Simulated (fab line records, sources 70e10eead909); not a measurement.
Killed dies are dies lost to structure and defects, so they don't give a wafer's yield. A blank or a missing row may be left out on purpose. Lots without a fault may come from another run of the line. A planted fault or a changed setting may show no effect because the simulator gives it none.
fab line records | flow nand_harc
record lots=5 wafers=15 last_day=31
route steps=1302 shown A_CONTACT@1071 END@1302
lots that met no fault: from a run of the same line without faults
start_h: hours from the record's first day to the start of the lot's first wafer shown | wait_h: hours since the lot's step before | " the same as in the row above | L1.1+2: a row that stands for several wafers | - no value, or no start given | * or withheld: withheld | < > ~ a bound
route shown NAME@n: a module of which the file shows steps, and the number in the route of the first | usual: mean/standard deviation of fault-free wafers | same: alike in all rows | chamber/n: place in a boat | sites: the reading at each site | _std_site: their standard deviation | _edge_site: outer sites' mean less inner sites' | radius_mm: how far each site lies from the wafer's centre | mask NAME#n: copy n | behind: the tool/chamber that last shaped the wafer | hold: why the lot was held/for how many hours/how that ended | device: the transistor (n, p or np) that didn't switch | end of line: the same wafers' tests at the end of the route | a step without rows: its recipe alone | killed: dies lost to structure and defects at the first sort, not the wafer's yield | map: a wafer's dies, x killed, . not, _ none there
set.NAME: the setting as run; set.NAME@STEP: as run at that earlier step | model.NAME: the simulator's own value behind a step, which no gauge read
lots at some steps of the route; a table a step, a row a wafer
services: from which hour (start_h, from the record's first day; less than 0 if before it) a tool's chamber was out of use, for how many hours, and why
## steps
# step NHARC_A_CONTACT_COAT_87
# recipe temp_c=225 time_s=65
# step NHARC_A_CONTACT_COAT_02
# recipe spin_rpm=1500 resist_thk_nm=90
# step NHARC_A_CONTACT_SOFTBAKE_03
# recipe temp_c=105 time_s=55
# step NHARC_A_CONTACT_EBR_04
# step NHARC_A_CONTACT_EXPOSE_05
# recipe na=1.35 sigma_outer=0.8 dose_mj=84.24 mask_id=A_CC
# step NHARC_A_CONTACT_PEB_06
# recipe peb_temp_c=100 peb_time_s=65
# step NHARC_A_CONTACT_DEVELOP_07
# recipe develop_time_s=35 dev_temp_c=23
# step NHARC_A_CONTACT_CD_MEAS_08
# recipe target_cd_nm=200 landing_energy_ev=500
# usual cd_nm=199.9/0.48
# columns lot.wafer tool chamber start_h wait_h cd_nm
L177.1 cd_sem-01 0 548.92 - 199.3
L177.2 " 0 " " 199.8
L177.3 " 0 " " 200.8
L185.2 cd_sem-02 0 627.74 - 199.3
L185.3 " 0 " " 199.6
L185.4 " 0 " " 199.7
L186.2 cd_sem-02 0 654.99 - 201.4
L186.3 " 0 " " 201.2
L186.4 " 0 " " 200.4
L190.1 cd_sem-03 0 679.97 - 199.8
L190.3 " 0 " " 199.4
L190.6 " 0 " " 200.2
L191.4 cd_sem-02 0 687.55 - 200.4
L191.5 " 0 " " 200.0
L191.6 " 0 " " 199.8
# step NHARC_A_CONTACT_OVL_MEAS_09
# usual overlay_x_nm=-0.2/0.77 overlay_y_nm=-0.1/0.79
# columns lot.wafer tool chamber start_h wait_h overlay_x_nm overlay_y_nm
L177.1 overlay-02 - 549.01 - 0.2 -0.7
L177.2 " - " " 0.6 -0.1
L177.3 " - " " 0.7 -0.5
L185.2 overlay-01 - 627.82 - -0.5 -0.8
L185.3 " - " " -0.6 -0.4
L185.4 " - " " -1.1 0.2
L186.2 overlay-01 - 655.08 - -0.5 1.5
L186.3 " - " " -1.0 0.5
L186.4 " - " " -1.0 0.2
L190.1 overlay-02 - 680.05 - 1.4 0.2
L190.3 " - " " 0.9 -0.5
L190.6 " - " " 1.2 0.5
L191.4 overlay-02 - 687.63 - -0.7 0.7
L191.5 " - " " -1.3 0.3
L191.6 " - " " -1.5 -0.1
# step NHARC_A_CONTACT_INSPECT_10
# usual raw_defect_count=80/35
# columns lot.wafer tool chamber start_h wait_h raw_defect_count
L177.1 defect_inspect-01 - 549.05 0.0 110
L177.2 " - " " 109
L177.3 " - " " 105
L185.2 defect_inspect-01 - 627.86 0.0 82
L185.3 " - " " 71
L185.4 " - " " 87
L186.2 defect_inspect-01 - 655.11 0.0 40
L186.3 " - " " 60
L186.4 " - " " 52
L190.1 defect_inspect-01 - 680.09 0.0 39
L190.3 " - " " 27
L190.6 " - " " 27
L191.4 defect_inspect-02 - 687.67 0.0 87
L191.5 " - " " 123
L191.6 " - " " 124
# step NHARC_A_CONTACT_DESCUM_13
# recipe time_s=3 o2_flow_sccm=200 ar_flow_sccm=0 bias_power_w=0 chemistry=O2
# usual chamber_pressure_mTorr=60.00/0.052 drypump_motor_current_A=5.7/0.4 oes_product_au=1.003/0.01 rf_vpp_V=57.6/0.87 showerhead_plenum_p_Torr=1.88/0.036 throttle_valve_pct=11.311/0.0089
# same time_s=3
# columns lot.wafer tool chamber start_h wait_h chamber_pressure_mTorr drypump_motor_current_A oes_product_au rf_hours_counter_h rf_vpp_V showerhead_plenum_p_Torr throttle_valve_pct
L177.1 rie_diel-03 1 549.11 0.1 60.04 5.6 0.994 15 58.2 1.86 11.331
L177.3 " 2 " " 59.98 6.4 1.004 17 56.9 1.84 11.301
L177.2 " 0 " " 59.98 5.4 0.999 16 58.0 1.90 11.306
L185.2 rie_diel-03 1 627.93 0.1 59.95 5.6 1.005 29 56.7 1.86 11.312
L185.3 " 2 " " 59.96 6.3 1.007 31 59.2 1.84 11.335
L185.4 " 3 " " 60.07 5.3 1.015 31 57.4 1.89 11.300
L186.4 rie_diel-12 2 655.17 0.1 59.99 5.6 1.002 6 57.3 1.94 11.305
L186.2 " 0 " " 60.02 5.7 1.005 6 58.2 1.91 11.322
L186.3 " 1 " " 60.01 5.8 1.011 6 57.8 1.92 11.327
L190.3 rie_diel-03 0 680.17 0.1 60.02 5.4 0.996 7 57.9 1.89 11.305
L190.1 " 1 " " 59.92 5.6 0.988 8 56.0 1.86 11.302
L190.6 " 2 " " 60.09 6.4 1.013 - 57.3 1.84 11.306
L191.4 rie_diel-03 2 687.75 0.1 60.02 6.3 1.015 9 57.8 1.84 11.310
L191.6 " 0 " " 59.97 5.4 0.996 - 57.9 1.89 11.317
L191.5 " 1 " " 59.96 5.6 0.984 - 58.5 1.86 11.310
# step NHARC_A_CONTACT_ETCH_88
# recipe target_depth_a=390 over_etch_frac=0.3 time_s=65 ion_energy_ev=80 cf4_flow_sccm=150 ar_flow_sccm=0 rf_w=300 bias_w=100 chemistry=CF4
# usual cf4_flow_sccm=149.9/0.48 chamber_pressure_mTorr=50.00/0.05 drypump_motor_current_A=5.7/0.41 oes_product_au=1.003/0.01 rf_vpp_V=150.9/0.84 showerhead_plenum_p_Torr=1.737/0.029 throttle_valve_pct=13.285/0.0098
# same time_s=65
# columns lot.wafer tool chamber start_h wait_h cf4_flow_sccm chamber_pressure_mTorr drypump_motor_current_A oes_product_au rf_hours_counter_h rf_vpp_V showerhead_plenum_p_Torr throttle_valve_pct
L177.2 rie_diel-03 3 549.19 0.1 150.5 50.01 5.3 1.006 16 151.7 1.757 13.290
L177.1 " 1 " " 149.6 49.99 5.6 1.012 15 151.0 1.727 13.291
L177.3 " 2 " " 149.7 49.96 6.3 1.015 17 151.1 1.710 13.283
L185.3 rie_diel-03 3 628.01 0.1 150.7 50.02 5.3 1.012 31 150.4 1.753 13.275
L185.4 " 0 " " 150.3 50.06 5.4 1.008 30 150.6 1.750 13.295
L185.2 " 2 " " 150.2 50.03 6.3 1.029 31 151.6 1.706 13.310
L186.2 rie_diel-12 0 655.26 0.1 149.6 50.00 5.7 0.999 6 151.2 1.763 13.283
L186.4 " 1 " " 149.4 49.94 5.9 1.000 6 151.4 1.771 13.275
L186.3 " 2 " " 149.6 50.05 5.7 0.996 6 150.5 1.794 13.280
L190.3 rie_diel-03 1 680.24 0.1 149.6 49.99 5.6 0.985 8 150.9 1.720 13.293
L190.1 " 2 " " 149.5 49.99 6.3 1.025 7 150.6 1.704 13.287
L190.6 " 0 " " 150.2 50.05 5.4 0.984 - 149.9 1.747 13.278
L191.4 rie_diel-03 0 687.83 0.1 149.6 49.93 5.4 0.999 10 150.3 1.746 13.291
L191.5 " 1 " " 149.4 49.96 5.6 0.995 - 150.9 1.720 13.285
L191.6 " 2 " " 150.2 49.94 6.3 1.008 - 150.3 1.703 13.293
# step NHARC_A_CONTACT_ETCH_89
# recipe target_depth_a=2600 over_etch_frac=0.3 time_s=475.3 ion_energy_ev=200 n2_flow_sccm=150 h2_flow_sccm=150 ar_flow_sccm=0 rf_w=400 bias_w=150 chemistry=N2/H2
# usual chamber_pressure_mTorr=29.997/0.029 drypump_motor_current_A=5.7/0.39 h2_flow_sccm=150.0/0.46 oes_product_au=1.002/0.0099 rf_vpp_V=429.5/1.3 showerhead_plenum_p_Torr=2.00/0.036 throttle_valve_pct=14.171/0.0087
# same time_s=475.3
# columns lot.wafer tool chamber start_h wait_h chamber_pressure_mTorr drypump_motor_current_A h2_flow_sccm oes_product_au rf_hours_counter_h rf_vpp_V showerhead_plenum_p_Torr throttle_valve_pct
L177.2 rie_diel-03 0 549.29 - 29.936 5.4 150.8 0.867 16 431.0 2.02 14.154
L177.1 " 1 " " 30.033 5.6 150.3 1.005 15 428.4 1.99 14.175
L177.3 " 3 " " 29.991 5.3 149.7 0.998 16 429.1 2.02 14.160
L185.4 rie_diel-03 0 628.10 - 29.965 5.4 149.6 0.996 31 429.5 2.02 14.164
L185.3 " 1 " " 30.007 5.6 150.3 1.015 29 429.9 1.98 14.164
L185.2 " 3 " " 29.984 5.3 149.9 0.998 31 430.5 2.02 14.167
L186.2 rie_diel-12 0 655.35 - 30.012 5.7 149.3 1.000 6 430.5 2.03 14.175
L186.4 " 1 " " 30.003 5.9 149.9 1.010 6 431.1 2.04 14.186
L186.3 " 2 " " 30.021 5.7 150.0 0.995 6 432.4 2.07 14.172
L190.3 rie_diel-03 3 680.36 - 29.968 5.3 149.2 0.998 7 429.0 2.02 14.163
L190.1 " 1 " " 29.993 5.6 149.6 1.005 8 427.3 1.98 14.175
L190.6 " 3 " " 29.976 5.3 149.5 0.993 - 429.5 2.02 14.180
L191.4 rie_diel-03 2 687.94 - 30.011 6.4 149.4 1.013 9 428.9 1.96 14.172
L191.6 " 1 " " 30.035 5.6 150.0 0.992 - 429.3 1.98 14.179
L191.5 " 2 " " 29.913 6.3 149.1 1.012 - 428.5 1.96 14.166
# step NHARC_A_CONTACT_ETCH_30
# recipe target_depth_a=726 time_s=36.3 cf4_flow_sccm=100 chf3_flow_sccm=30 ar_flow_sccm=0 rf_w=500 bias_w=200 chemistry=CF4/CHF3
# usual cf4_flow_sccm=100.0/0.3 chamber_pressure_mTorr=25.002/0.022 drypump_motor_current_A=5.7/0.4 oes_product_au=0.933/0.015 rf_vpp_V=369.7/1.3 showerhead_plenum_p_Torr=1.55/0.03 throttle_valve_pct=16.801/0.0087
# same time_s=36.3
# columns lot.wafer tool chamber start_h wait_h cf4_flow_sccm chamber_pressure_mTorr drypump_motor_current_A oes_product_au rf_hours_counter_h rf_vpp_V showerhead_plenum_p_Torr throttle_valve_pct
L177.1 rie_diel-03 3 - - 100.0 25.006 5.3 0.925 16 369.8 1.56 16.809
L177.3 " 1 " " 100.1 24.994 5.6 0.923 15 370.2 1.54 16.811
L177.2 " 2 " " 99.4 24.994 6.3 0.930 17 367.7 1.52 16.804
L185.2 rie_diel-03 2 - - 99.9 24.990 6.3 0.935 32 368.0 1.52 16.809
L185.3 " 3 " " 100.3 25.015 5.3 0.934 31 371.0 1.56 16.795
L185.4 " 1 " " 100.2 25.004 5.6 0.929 30 368.2 1.53 16.814
L186.4 rie_diel-12 0 - - 99.6 24.979 5.7 0.925 6 370.3 1.57 16.804
L186.3 " 1 " " 100.0 24.958 5.9 0.921 6 371.1 1.57 16.810
L186.2 " 3 " " 100.4 24.997 5.9 0.902 6 374.1 1.68 16.804
L190.3 rie_diel-03 3 - - 100.0 24.990 5.2 0.925 7 371.0 1.56 16.803
L190.1 " 0 " " 100.1 24.976 5.4 0.926 8 370.7 1.55 16.789
L190.6 " 2 " " 100.2 25.014 6.3 0.942 - 367.8 1.51 16.795
L191.4 rie_diel-03 2 - - 100.2 25.002 6.3 0.980 9 369.4 1.51 16.796
L191.6 " 3 " " 99.9 25.030 5.3 0.969 - 370.6 1.56 16.806
L191.5 " 0 " " 99.7 24.999 5.4 0.953 - 369.0 1.55 16.809
# step NHARC_END_SORT_01
# recipe temp_c=25
# usual killed_at_array=56/19 killed_at_other=0.8/1.1 killed_at_periphery=3.4/2.5 killed_dies=60/19 killed_open=2.9/1.7 killed_short=2.4/1.6
# same gross_dies=677
# columns lot.wafer tool chamber start_h wait_h killed_at_array killed_at_other killed_at_periphery killed_dies killed_open killed_short
L177.2 prober-01 0 602.49 2.8 75 1 5 81 5 4
# killed by level:class
L177.2 A_SLIT:chamber_film_flake=36 A_CHANNEL_HOLE_D2:chamber_film_flake=22 A_STAIRCASE:chamber_film_flake=4 P_GATE:chamber_film_flake=2 A_CHANNEL_HOLE_D1:chamber_film_flake=2 A_DECK1_JOINT:chamber_film_flake=2 A_CHANNEL_FILL_D2:chamber_film_flake=2 P_STI:geometric_particle:short=1
## services
# columns tool chamber start_h hours kind
rie_diel-03 0 541.52 - clean
rie_diel-03 1 541.52 - clean
rie_diel-03 2 541.52 - clean
rie_diel-03 3 541.52 - clean
rie_diel-03 0 566.02 - clean
rie_diel-03 1 566.02 - clean
rie_diel-03 2 566.02 - clean
rie_diel-03 3 566.02 - clean
rie_diel-03 0 590.59 - clean
rie_diel-03 1 590.59 - clean
rie_diel-03 2 590.59 - clean
rie_diel-03 3 590.59 - clean
rie_diel-03 0 615.12 - clean
rie_diel-03 1 615.12 - clean
rie_diel-03 2 615.12 - clean
rie_diel-03 3 615.12 - clean
rie_diel-03 2 622.41 1.5 repair
rie_diel-12 - 622.96 9.0 pm
rie_diel-03 - 635.32 9.0 pm
rie_diel-03 0 635.32 9.0 vent_cycle
rie_diel-03 1 635.32 9.0 vent_cycle
rie_diel-03 2 635.32 9.0 vent_cycle
rie_diel-03 - 660.49 0.7 repair
rie_diel-12 0 679.56 14.0 repair
## key
first_sign step=NHARC_A_CONTACT_ETCH_89 reading=oes_product_au direction=down sigmas=14 usual=1.002 struck=0.867
effect none on later readings
met_at NHARC_A_CONTACT_ETCH_89
struck_wafers L177.2
tester_left_out L177
fault kind=process_parameter_drift tool=rie_diel-03 chamber=0 onset_h=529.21 steps=NHARC_A_CONTACT_ETCH_89 channel=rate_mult offset=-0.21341 shape=step end_h=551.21
# tester_left_out: of these lots the tester's yield and bins aren't shown, on N5 and GAA mostly nor the transistor test; their killed dies are dies lost to structure and defects alone, not to doping, threshold or leakage, so they don't give the yield
